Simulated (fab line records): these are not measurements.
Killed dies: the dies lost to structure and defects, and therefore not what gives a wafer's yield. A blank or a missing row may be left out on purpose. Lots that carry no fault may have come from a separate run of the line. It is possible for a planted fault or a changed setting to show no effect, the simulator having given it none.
fab line records	flow nand_harc	part 2 of 2: steps 5 to 6 of 6
record lots=24	wafers=72	last_day=34
route steps=1302 shown A_CHANNEL_FILL_D2@621 A_STAIRCASE@706
lots that met no fault: from a run of the same line without faults
start_h: start of the lot's first displayed wafer, in hours after the record's first day	wait_h: how many hours have passed since the lot's step before this one	" unchanged from the row above	L1.1+2: a single row standing in for several wafers	- no value, or no start was given	* or withheld: withheld	< > ~ a bound
route shown NAME@n: NAME is a module with steps in the file, n the number in the route of the first one	usual: mean/standard deviation of fault-free wafers	same: alike in all rows	chamber/n: place in a boat	sites: each site's reading	_std_site: how widely they spread, as a standard deviation	_edge_site: the outer-site mean with the inner-site mean subtracted	radius_mm: for every site, how far away it sits from the centre of the wafer	mask NAME#n: copy n	behind: the tool/chamber that last shaped the wafer	hold: why the lot was held/for how many hours/how that ended	device: the n, p or np transistor that did not switch	end of line: the tests these same wafers got at the end of their route	a step given without rows: its recipe and nothing more	killed: dies lost to structure and defects at the first sort, not the wafer's yield	map: the dies of a wafer, with x for killed, . for not killed, _ for no die there
set.NAME: the setting the step ran with; set.NAME@STEP: the setting that earlier step ran with	model.NAME: the simulator's own value behind a step, which no gauge read
the route's steps for a sample of lots (tables are steps, rows are wafers)
services: the hour from which a tool's chamber was out of use, counted from the record's first day as start_h (under 0 if before that day), plus the number of hours and why
## steps
# step NHARC_A_STAIRCASE_HM_DEP_459
# recipe target_thk_a=15000	temp_c=400	material=aC
# usual throttle_valve_pct=34.999/0.0092
lot.wafer	tool	chamber	start_h	wait_h	throttle_valve_pct
L075.3	acl_dep-01	0	388.67	2.4	35.008
L075.5	"	0	"	"	35.005
L075.6	"	0	"	"	35.006
L074.1	acl_dep-03	0	389.47	3.0	34.998
L074.2	"	0	"	"	34.996
L074.5	"	0	"	"	34.992
L076.1	acl_dep-01	0	393.14	1.1	34.987
L076.2	"	0	"	"	35.024
L076.3	"	0	"	"	34.994
L077.2	acl_dep-02	0	403.16	1.1	35.001
L077.3	"	0	"	"	34.986
L077.6	"	0	"	"	34.999
L078.2	acl_dep-02	0	422.63	0.4	35.015
L078.4	"	0	"	"	34.994
L078.5	"	0	"	"	34.996
L079.3	acl_dep-03	0	432.51	4.6	34.992
L079.4	"	0	"	"	35.001
L079.5	"	0	"	"	34.999
L082.1	acl_dep-03	0	447.74	0.1	35.010
L082.5	"	0	448.98	1.3	35.006
L082.6	"	0	"	"	34.989
L080.3	acl_dep-02	0	448.90	0.7	35.004
L080.5	"	0	"	"	34.989
L080.6	"	0	"	"	35.011
L081.1	acl_dep-01	0	469.23	1.4	35.018
L081.3	"	0	"	"	35.019
L081.4	"	0	"	"	35.004
L083.1	acl_dep-01	0	476.05	0.7	34.993
L083.5	"	0	477.27	1.9	35.000
L083.6	"	0	"	"	34.998
L085.1	acl_dep-02	0	480.71	0.1	34.997
L085.3	"	0	"	"	35.004
L085.5	"	0	"	"	35.002
L084.1	acl_dep-01	0	481.32	0.1	34.995
L084.3	"	0	"	"	35.006
L084.6	"	0	"	"	34.996
L086.1	acl_dep-01	0	506.93	0.1	34.990
L086.4	"	0	"	"	34.993
L086.5	"	0	"	"	35.009
L087.1	acl_dep-01	0	519.82	0.1	34.990
L087.2	"	0	"	"	34.999
L087.3	"	0	"	"	34.995
L088.1	acl_dep-02	0	521.92	0.3	34.999
L088.4	"	0	"	"	34.993
L088.5	"	0	"	"	34.999
L091.1	acl_dep-01	0	529.84	0.1	34.983
L091.5	"	0	531.04	1.3	34.997
L091.6	"	0	"	"	34.996
L089.3	acl_dep-02	0	530.51	0.7	35.001
L089.5	"	0	"	"	35.002
L089.6	"	0	"	"	34.994
L090.1	acl_dep-01	0	537.55	0.1	34.990
L090.2	"	0	"	"	34.994
L090.3	"	0	"	"	35.002
L092.1	acl_dep-02	0	547.30	1.0	35.001
L092.2	"	0	"	"	35.005
L092.5	"	0	"	"	35.006
L095.1	acl_dep-01	0	571.76	0.1	35.003
L095.3	"	0	"	"	34.997
L095.4	"	0	"	"	35.000
L094.1	acl_dep-01	0	574.60	0.1	34.990
L094.3	"	0	"	"	34.996
L094.4	"	0	"	"	34.982
L093.2	acl_dep-02	0	581.07	3.3	34.980
L093.4	"	0	"	"	35.003
L093.6	"	0	"	"	34.984
L096.1	acl_dep-02	0	601.47	3.9	35.010
L096.4	"	0	"	"	35.004
L096.6	"	0	"	"	34.992
L097.1	acl_dep-03	0	606.19	0.2	34.995
L097.2	"	0	"	"	35.007
L097.5	"	0	"	"	34.996
# step NHARC_A_STAIRCASE_ETCH_292
# recipe cf4_flow_sccm=100	chf3_flow_sccm=30	ar_flow_sccm=0	rf_w=500	bias_w=200	chemistry=CF4/CHF3
# usual bias_w=200.0/0.58	drypump_motor_current_A=6.0/0.54	oes_product_au=0.932/0.017	rf_vpp_V=370.9/2.6	showerhead_plenum_p_Torr=1.58/0.075	throttle_valve_pct=16.801/0.01
lot.wafer	tool	chamber	start_h	wait_h	bias_w	drypump_motor_current_A	oes_product_au	rf_hours_counter_h	rf_vpp_V	showerhead_plenum_p_Torr	throttle_valve_pct
L075.3	rie_diel-11	1	391.10	0.1	199.9	6.2	0.935	43	368.6	1.54	16.792
L075.5	"	2	"	"	199.0	6.5	0.943	-	370.0	1.55	16.813
L075.6	"	3	"	"	200.3	6.1	0.918	-	371.4	1.60	16.800
L074.2	rie_diel-11	3	392.42	0.1	199.4	6.1	0.918	42	371.4	1.60	16.793
L074.1	"	2	"	"	200.0	6.6	0.927	42	370.0	1.55	16.795
L074.5	"	0	"	"	200.4	6.2	0.919	-	367.3	1.48	16.792
L076.1	rie_diel-13	2	396.07	0.1	200.5	5.9	0.928	11	374.0	1.70	16.823
L076.2	"	3	"	"	200.4	5.8	0.920	11	371.0	1.59	16.796
L076.3	"	1	"	"	200.0	6.7	0.921	11	367.4	1.48	16.800
L077.2	rie_diel-11	2	405.80	0.1	199.9	6.6	0.989	50	369.8	1.55	16.808
L077.3	"	3	"	"	201.3	6.1	0.959	50	370.6	1.59	16.802
L077.6	"	0	"	"	199.4	6.2	0.944	-	368.1	1.48	16.797
L078.4	rie_diel-08	1	425.18	0.1	200.2	6.5	0.981	16	369.0	1.54	16.789
L078.2	"	2	"	"	199.8	5.5	0.971	18	370.7	1.59	16.802
L078.5	"	0	"	"	198.7	4.8	0.963	-	376.4	1.70	16.791
L079.3	rie_diel-08	1	434.83	0.2	198.6	6.5	0.937	19	369.9	1.53	16.803
L079.4	"	0	"	"	199.5	4.8	0.931	21	374.6	1.69	16.815
L079.5	"	1	"	"	199.8	6.5	0.924	-	370.0	1.53	16.802
L082.1	rie_diel-08	2	450.80	0.1	200.3	5.5	0.924	25	372.4	1.58	16.795
L082.6	"	3	"	"	199.6	6.3	0.932	-	374.5	1.68	16.806
L082.5	"	0	"	"	200.2	4.9	0.930	-	372.3	1.69	16.796
L080.3	rie_diel-13	2	451.23	0.1	200.3	6.0	0.933	30	373.3	1.69	16.798
L080.6	"	2	"	"	199.5	6.0	0.934	-	375.4	1.69	16.798
L080.5	"	3	"	"	200.0	5.8	0.930	-	370.6	1.59	16.807
L081.1	rie_diel-08	2	472.51	0.4	200.2	5.5	0.939	31	370.5	1.58	16.799
L081.3	"	0	"	"	199.1	4.8	0.944	34	373.6	1.69	16.809
L081.4	"	1	"	"	200.0	6.5	0.955	33	370.4	1.53	16.788
L083.1	rie_diel-11	1	479.21	0.1	200.9	6.2	0.927	11	369.3	1.53	16.808
L083.5	"	3	"	"	200.5	6.1	0.922	-	370.4	1.59	16.790
L083.6	"	0	"	"	199.0	6.3	0.927	-	367.3	1.47	16.815
L085.3	rie_diel-08	0	483.64	0.1	199.8	4.8	0.932	36	374.0	1.69	16.800
L085.1	"	2	"	"	200.4	5.5	0.919	34	371.8	1.58	16.810
L085.5	"	3	"	"	199.7	6.2	0.923	-	373.9	1.67	16.807
L084.1	rie_diel-13	3	484.25	0.1	200.8	5.8	0.920	36	371.0	1.59	16.803
L084.3	"	1	"	"	199.6	6.7	0.927	40	367.5	1.48	16.808
L084.6	"	3	"	"	200.6	5.8	0.931	-	370.9	1.59	16.795
L086.4	rie_diel-08	3	509.87	0.1	199.6	6.3	0.911	44	373.2	1.67	16.794
L086.1	"	1	"	"	200.6	6.4	0.921	45	369.6	1.53	16.790
L086.5	"	2	"	"	200.3	5.5	0.917	-	370.0	1.58	16.790
L087.2	rie_diel-11	1	522.86	0.1	199.7	6.2	0.931	24	368.8	1.53	16.800
L087.1	"	3	"	"	199.9	6.1	0.929	26	371.1	1.58	16.838
L087.3	"	0	"	"	199.8	6.2	0.921	23	367.1	1.47	16.792
L088.1	rie_diel-11	3	525.19	0.2	200.7	6.1	0.913	27	371.4	1.58	16.814
L088.4	"	2	"	"	201.2	6.6	0.917	28	369.0	1.54	16.807
L088.5	"	3	"	"	200.2	6.1	0.923	-	371.8	1.58	16.798
L091.1	rie_diel-11	3	532.75	0.1	199.8	6.1	0.916	32	372.2	1.58	16.820
L091.6	"	0	"	"	201.0	6.2	0.912	-	367.1	1.47	16.794
L091.5	"	1	"	"	200.6	6.2	0.914	-	369.0	1.53	16.802
L089.3	rie_diel-08	2	532.98	0.1	200.9	5.5	0.918	55	370.1	1.58	16.812
L089.5	"	3	"	"	200.5	6.3	0.914	-	374.5	1.67	16.798
L089.6	"	0	"	"	200.2	4.8	0.924	-	373.8	1.68	16.815
L090.3	rie_diel-08	3	540.39	0.1	200.2	6.2	0.921	61	372.6	1.67	16.804
L090.2	"	0	"	"	200.3	4.8	0.920	61	375.2	1.68	16.787
L090.1	"	2	"	"	200.9	5.5	0.924	57	369.8	1.58	16.809
L092.1	rie_diel-13	3	550.32	0.1	200.4	5.9	0.944	5	370.4	1.58	16.793
L092.2	"	0	"	"	200.8	5.1	0.953	7	369.4	1.55	16.799
L092.5	"	2	"	"	200.3	6.1	0.986	-	373.7	1.69	16.784
L095.3	rie_diel-13	1	574.59	0.1	200.0	6.6	0.959	14	366.0	1.47	16.789
L095.1	"	2	"	"	199.4	6.0	0.951	12	374.3	1.68	16.801
L095.4	"	2	"	"	198.8	6.0	0.963	-	373.5	1.68	16.810
L094.1	rie_diel-13	1	577.59	0.1	199.2	6.6	0.931	15	367.3	1.47	16.829
L094.3	"	2	"	"	199.3	6.0	0.924	13	375.3	1.68	16.796
L094.4	"	0	"	"	201.1	5.0	0.912	-	367.8	1.55	16.800
L093.4	rie_diel-08	1	583.70	0.1	199.9	6.5	0.939	7	369.0	1.52	16.802
L093.2	"	2	"	"	199.0	5.5	0.931	9	369.9	1.57	16.809
L093.6	"	1	"	"	201.0	6.5	0.930	-	369.4	1.52	16.804
L096.1	rie_diel-11	3	604.45	0.1	199.6	6.1	0.916	51	371.8	1.58	16.799
L096.4	"	0	"	"	200.7	6.2	0.925	-	367.6	1.46	16.803
L096.6	"	3	"	"	199.7	6.1	0.912	-	371.5	1.58	16.803
L097.2	rie_diel-11	2	609.18	0.1	199.6	6.6	0.953	62	368.6	1.53	16.800
L097.1	"	3	"	"	199.5	6.1	0.932	54	370.8	1.58	16.779
L097.5	"	2	"	"	200.7	6.6	0.943	-	369.3	1.53	16.805
## services
tool	chamber	start_h	hours	kind
plasma_asher-01	-	312.94	2.1	repair
rie_diel-06	3	320.09	13.9	repair
rie_diel-13	-	342.35	9.0	pm
plasma_asher-01	-	343.68	9.0	pm
rie_diel-06	1	347.05	3.9	repair
rie_diel-11	2	379.91	2.2	repair
rie_diel-08	1	385.33	6.2	repair
rie_diel-06	1	402.46	1.3	repair
rie_diel-11	0	435.20	3.0	repair
rie_diel-11	-	435.99	9.0	pm
rie_diel-08	0	462.37	9.5	repair
rie_diel-13	0	471.12	7.6	repair
rie_diel-06	-	484.20	9.0	pm
rie_diel-11	0	485.74	1.2	repair
rie_diel-06	3	502.73	8.8	repair
rie_diel-13	-	519.35	9.0	pm
rie_diel-06	3	519.40	1.7	repair
plasma_asher-01	-	520.68	9.0	pm
rie_diel-06	2	525.84	4.0	repair
rie_diel-08	-	544.93	9.0	pm
rie_diel-08	1	558.67	8.7	repair
rie_diel-13	3	570.33	8.1	repair
rie_diel-08	-	586.61	0.7	repair
rie_diel-11	1	592.30	20.3	repair
